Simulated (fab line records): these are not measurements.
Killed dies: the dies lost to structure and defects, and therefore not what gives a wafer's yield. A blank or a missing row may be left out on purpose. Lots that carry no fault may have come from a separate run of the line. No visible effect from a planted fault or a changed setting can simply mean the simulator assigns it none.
Matching of chambers :: flow n5_finfet :: 4 sister chambers for N5_FIN_CUT_STRIP_22 on rie_diel-04
The step strips in N2/H2. 18 wafers are shown with their chamber, then 9 later ones without.

WAFERS PAIRED WITH THEIR CHAMBERS
wafer: L074.2
chamber: 1
drypump_motor_current_A (A): 5.1
showerhead_plenum_p_Torr (Torr): 3.32
throttle_valve_pct (%): 18.5

wafer: L074.3
chamber: 2
drypump_motor_current_A (A): 5.0
showerhead_plenum_p_Torr (Torr): 3.25
throttle_valve_pct (%): 19.1

wafer: L074.5
chamber: 2
drypump_motor_current_A (A): 5.0
showerhead_plenum_p_Torr (Torr): 3.25
throttle_valve_pct (%): 19.0

wafer: L076.3
chamber: 2
drypump_motor_current_A (A): 5.0
showerhead_plenum_p_Torr (Torr): 3.24
throttle_valve_pct (%): 19.1

wafer: L076.4
chamber: 2
drypump_motor_current_A (A): 5.0
showerhead_plenum_p_Torr (Torr): 3.24
throttle_valve_pct (%): 19.1

wafer: L076.6
chamber: 0
drypump_motor_current_A (A): 6.3
showerhead_plenum_p_Torr (Torr): 3.31
throttle_valve_pct (%): 19.2

wafer: L080.4
chamber: 0
drypump_motor_current_A (A): 6.3
showerhead_plenum_p_Torr (Torr): 3.31
throttle_valve_pct (%): 19.3

wafer: L080.5
chamber: 3
drypump_motor_current_A (A): 5.4
showerhead_plenum_p_Torr (Torr): 3.59
throttle_valve_pct (%): 18.5

wafer: L080.6
chamber: 0
drypump_motor_current_A (A): 6.3
showerhead_plenum_p_Torr (Torr): 3.31
throttle_valve_pct (%): 19.2

wafer: L083.1
chamber: 1
drypump_motor_current_A (A): 5.1
showerhead_plenum_p_Torr (Torr): 3.31
throttle_valve_pct (%): 18.5

wafer: L083.4
chamber: 2
drypump_motor_current_A (A): 5.0
showerhead_plenum_p_Torr (Torr): 3.24
throttle_valve_pct (%): 19.1

wafer: L083.5
chamber: 3
drypump_motor_current_A (A): 5.4
showerhead_plenum_p_Torr (Torr): 3.59
throttle_valve_pct (%): 18.6

wafer: L085.3
chamber: 0
drypump_motor_current_A (A): 6.3
showerhead_plenum_p_Torr (Torr): 3.30
throttle_valve_pct (%): 19.2

wafer: L085.5
chamber: 0
drypump_motor_current_A (A): 6.3
showerhead_plenum_p_Torr (Torr): 3.30
throttle_valve_pct (%): 19.3

wafer: L085.6
chamber: 1
drypump_motor_current_A (A): 5.0
showerhead_plenum_p_Torr (Torr): 3.30
throttle_valve_pct (%): 18.5

wafer: L088.1
chamber: 1
drypump_motor_current_A (A): 5.0
showerhead_plenum_p_Torr (Torr): 3.30
throttle_valve_pct (%): 18.5

wafer: L088.5
chamber: 2
drypump_motor_current_A (A): 5.0
showerhead_plenum_p_Torr (Torr): 3.23
throttle_valve_pct (%): 19.1

wafer: L088.6
chamber: 3
drypump_motor_current_A (A): 5.4
showerhead_plenum_p_Torr (Torr): 3.58
throttle_valve_pct (%): 18.6

SIGNATURES (averages over the wafers above)
reading: drypump_motor_current_A
chamber 0: 6.300
chamber 1: 5.050
chamber 2: 5.000
chamber 3: 5.400
scatter within a chamber: 0.0267

reading: showerhead_plenum_p_Torr
chamber 0: 3.3060
chamber 1: 3.3075
chamber 2: 3.2417
chamber 3: 3.5867
scatter within a chamber: 0.00729

reading: throttle_valve_pct
chamber 0: 19.240
chamber 1: 18.500
chamber 2: 19.083
chamber 3: 18.567
scatter within a chamber: 0.0439
Rule: for each reading, subtract the chamber's mean from the wafer's reading, divide by that reading's scatter and square the result; add these up over the readings and take the root, which gives the wafer's distance from the chamber. The wafer belongs to the nearest chamber; if the next one is less than 2 further off, it can't be placed. How the scatter is found: for the shown wafers, subtract from each reading the mean of its chamber, square and add these, divide the total by (wafers less chambers), then take the root.

WAFERS WITHOUT THEIR CHAMBER
wafer: L089.1
drypump_motor_current_A (A): 6.3
showerhead_plenum_p_Torr (Torr): 3.30
throttle_valve_pct (%): 19.3

wafer: L089.2
drypump_motor_current_A (A): 5.0
showerhead_plenum_p_Torr (Torr): 3.23
throttle_valve_pct (%): 19.1

wafer: L089.6
drypump_motor_current_A (A): 6.3
showerhead_plenum_p_Torr (Torr): 3.30
throttle_valve_pct (%): 19.3

wafer: L093.2
drypump_motor_current_A (A): 5.1
showerhead_plenum_p_Torr (Torr): 3.29
throttle_valve_pct (%): 18.5

wafer: L093.5
drypump_motor_current_A (A): 5.0
showerhead_plenum_p_Torr (Torr): 3.23
throttle_valve_pct (%): 19.1

wafer: L093.6
drypump_motor_current_A (A): 5.4
showerhead_plenum_p_Torr (Torr): 3.58
throttle_valve_pct (%): 18.6

wafer: L096.3
drypump_motor_current_A (A): 6.3
showerhead_plenum_p_Torr (Torr): 3.29
throttle_valve_pct (%): 19.4

wafer: L096.4
drypump_motor_current_A (A): 5.4
showerhead_plenum_p_Torr (Torr): 3.58
throttle_valve_pct (%): 18.5

wafer: L096.5
drypump_motor_current_A (A): 5.1
showerhead_plenum_p_Torr (Torr): 3.29
throttle_valve_pct (%): 18.6

EACH ONE'S CHAMBER
wafer: L089.1
from the rows above: 0
in truth: 0

wafer: L089.2
from the rows above: 2
in truth: 2

wafer: L089.6
from the rows above: 0
in truth: 0

wafer: L093.2
from the rows above: 1
in truth: 1

wafer: L093.5
from the rows above: 2
in truth: 2

wafer: L093.6
from the rows above: 3
in truth: 3

wafer: L096.3
from the rows above: 0
in truth: 0

wafer: L096.4
from the rows above: 3
in truth: 3

wafer: L096.5
from the rows above: 1
in truth: 1
Correctly placed: 9 of 9. Can't be placed from these rows: 0. Placed wrongly: 0.
